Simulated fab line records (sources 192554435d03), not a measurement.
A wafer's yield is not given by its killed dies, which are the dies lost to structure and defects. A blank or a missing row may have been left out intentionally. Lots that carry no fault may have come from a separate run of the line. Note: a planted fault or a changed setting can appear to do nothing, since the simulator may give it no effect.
A lot that was struck, set against a sound lot ; flow n5 finfet ; 14 steps out of a route of 1938
Sound: these wafers, L288.1, L288.2, L288.4. Struck: wafers L302.5, L302.6 (left out: L302.4, a lot-mate that was not struck); the cause follows at the end.
At each step with rows: each side's tool, then ch and its chambers, then its first start. Under that, the readings that differ: sound wafers ; struck wafers ; difference of the means ; sigmas: that difference in standard deviations of wafers without a fault.
alike: words and numbers the same on both sides, and readings whose means are apart by under 2 such deviations; not compared: readings that were withheld, readings missing a value for some wafer, numbers with overlapping values and no deviation given by the record, and bounds like >300 which may hide the same value.
Wherever a step has rows on one side only, a row that says differs or no value, or a row with sigmas, the two part there. Numbers that have no deviation but don't overlap get no sigmas and don't part them. A reading that every wafer of one side lacks parts them only if that side has two wafers or more.

N5_ZERO_LAYER_CD_MEAS_11: target cd 2000 nm.
  sound on cd sem-01 ch 0, day 1 12:38; struck on cd sem-02 ch 0, day 5 00:46
  alike: cd nm
N5_ZERO_LAYER_DESCUM_16: chemistry O2, time 7.9 s.
  sound on rie diel-01 ch 0,1,2, day 1 12:50; struck on rie diel-03 ch 2,3, day 5 00:49
reading;sound;struck;difference;sigmas
rf hours counter h (h);133 199 172;- -;no value on the struck wafers;
  alike: drypump motor current A, o2 flow sccm, oes product au, rf vpp V, showerhead plenum p Torr, temp c, throttle valve pct
N5_ZERO_LAYER_ETCH_17: etches SiO2 in CF4, target depth 12 nm, time 13.3 s.
  sound on rie diel-01 ch 0,1,2, day 1 12:52; struck on rie diel-03 ch 2,3, day 5 00:50
reading;sound;struck;difference;sigmas
rf hours counter h (h);133 199 172;- -;no value on the struck wafers;
  alike: drypump motor current A, oes product au, rf vpp V, showerhead plenum p Torr, throttle valve pct
N5_ZERO_LAYER_ETCH_18: etches Si in HBr/Cl2, target depth 120 nm, time 40 s.
  sound on rie si-05 ch 1,2,3, day 1 12:56; struck on rie si-05 ch 0,1, day 5 00:55
reading;sound;struck;difference;sigmas
rf hours counter h (h);141 53 124;- -;no value on the struck wafers;
  alike: drypump motor current A, mfc cl2 sccm, oes product au, throttle valve pct
N5_ZERO_LAYER_STRIP_24: strips in O2.
  sound on plasma asher-01 ch 0,1, day 1 13:02; struck on plasma asher-01 ch 0,1, day 5 01:21
reading;sound;struck;difference;sigmas
strip time to endpoint s (s);43.90 43.77 43.83;43.63 43.58;-0.23;-2
  alike: drypump motor current A, heater power w, o2 flow sccm, oes product au, temp c
  not compared: rf hours counter h
then, 1 step without rows for these wafers: N5_ZERO_LAYER_STRIP_19 (strips in SPM, time 900 s).
N5_ZERO_LAYER_INSPECT_20: inspects for defects (darkfield).
  sound on defect inspect-01 at day 1 13:24; struck on defect inspect-01 at day 5 01:42
  alike: raw defect count
then, 5 steps without rows for these wafers: N5_WELL_APT_HMDS_01 (time 60 s); N5_WELL_APT_COAT_02 (resist thk 950 nm); N5_WELL_APT_EBR_04; N5_WELL_APT_SOFTBAKE_03 (time 60 s); N5_WELL_APT_EXPOSE_05 (exposes mask NWELL, defocus 0 nm, target cd 200 nm).
N5_WELL_APT_PEB_06: peb time 90 s.
  sound on litho track-01 ch 0, day 1 13:35; struck on litho track-01 ch 0, day 5 01:53
reading;sound;struck;difference;sigmas
heater power total W (W);172.9 171.6 172.6;178.6 179.3;+6.6;+9
then, 1 step without rows for these wafers: N5_WELL_APT_DEVELOP_07 (develop time 45 s).

## WHERE THEY PART
Earliest at N5_ZERO_LAYER_DESCUM_16; latest, in this record, at N5_WELL_APT_PEB_06.

WHY: the cause the simulator had injected
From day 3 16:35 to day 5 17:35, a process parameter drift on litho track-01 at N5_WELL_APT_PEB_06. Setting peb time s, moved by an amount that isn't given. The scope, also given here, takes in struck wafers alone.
